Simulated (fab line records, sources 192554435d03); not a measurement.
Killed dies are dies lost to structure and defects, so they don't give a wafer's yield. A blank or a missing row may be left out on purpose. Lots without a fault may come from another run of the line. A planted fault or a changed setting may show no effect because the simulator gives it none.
One fault seen from 2 desks | flow n5_finfet | each desk has only its own numbers; what lay behind them comes last

THE TOOL OWNER'S DESK: rie_diel-04
The tool's own readings at N5_BEOL_M4_ETCH_69 (etches SiARC in CF4, target depth 15.6 nm, time 26 s): means of the sampled wafers that have a number, for each lot that ran on this tool. A lot is out of limits, marked OUT, if its mean lies more than 4 standard deviations from the usual mean; the brackets give that distance.
Columns: A = chamber_pressure_mTorr at N5_BEOL_M4_ETCH_69, usual 40.00 mTorr; B = drypump_motor_current_A at N5_BEOL_M4_ETCH_69, usual 5.7 A; C = etch_rf_on_time_s at N5_BEOL_M4_ETCH_69, usual 26.3 s; D = oes_product_au at N5_BEOL_M4_ETCH_69, usual 0.67 a.u.; E = rf_vpp_V at N5_BEOL_M4_ETCH_69, usual 184.1 V; F = showerhead_plenum_p_Torr at N5_BEOL_M4_ETCH_69, usual 2.14 Torr; G = throttle_valve_pct at N5_BEOL_M4_ETCH_69, usual 15.44 %
lot  | first seen here | A     | B   | C    | D    | E     | F    | G
L340 | day 10 03:01    | 40.00 | 5.4 | 27.1 | 0.61 | 184.4 | 2.16 | 15.32
L344 | day 10 16:36    | 40.01 | 6.2 | 25.7 | 0.64 | 183.4 | 2.16 | 15.58
L342 | day 10 17:02    | 39.97 | 6.3 | 26.0 | 0.63 | 184.0 | 2.16 | 15.58
L352 | day 12 05:55    | 39.99 | 6.0 | 26.7 | 0.59 | 184.9 | 2.17 | 15.45
L360 | day 15 01:49    | 39.99 | 5.7 | 26.4 | 0.68 | 184.7 | 2.13 | 15.42
L359 | day 15 13:41    | 40.00 | 5.7 | 26.6 | 0.67 | 184.2 | 2.13 | 15.42
This desk's finding: nothing out of limits on any of the 6 lots.

THE METROLOGY DESK
What the gauges read, lot by lot, whatever tool the lot ran on: means of the sampled wafers that have a number. A lot is out of limits, marked OUT, if its mean lies more than 4 standard deviations from the usual mean; the brackets give that distance.
Columns: A = PAD_OVL at N5_PASSIVATION_OVL_MEAS_63, usual -2 nm; B = PASS_OPEN_OVL at N5_PASSIVATION_OVL_MEAS_66, usual 0 nm
lot  | first seen here | A   | B
L338 | day 14 18:25    | 3   | -3
L337 | day 14 19:45    | -1  | 2
L340 | day 15 18:17    | -7  | 1
L343 | day 15 22:21    | -6  | 3
L344 | day 16 04:31    | 0   | -8
L342 | day 16 22:31    | -2  | 3
L341 | day 17 02:09    | 0   | 2
L348 | day 17 09:11    | -7  | 2
L352 | day 18 08:41    | -14 | -6
L360 | day 20 15:49    | 1   | -1
L359 | day 20 16:19    | -4  | -2
This desk's finding: nothing out of limits on any of the 11 lots.

PUT TOGETHER
The tool owner's desk saw nothing out of limits.
The metrology desk saw nothing out of limits.

WHAT THE SIMULATOR HAD PUT IN
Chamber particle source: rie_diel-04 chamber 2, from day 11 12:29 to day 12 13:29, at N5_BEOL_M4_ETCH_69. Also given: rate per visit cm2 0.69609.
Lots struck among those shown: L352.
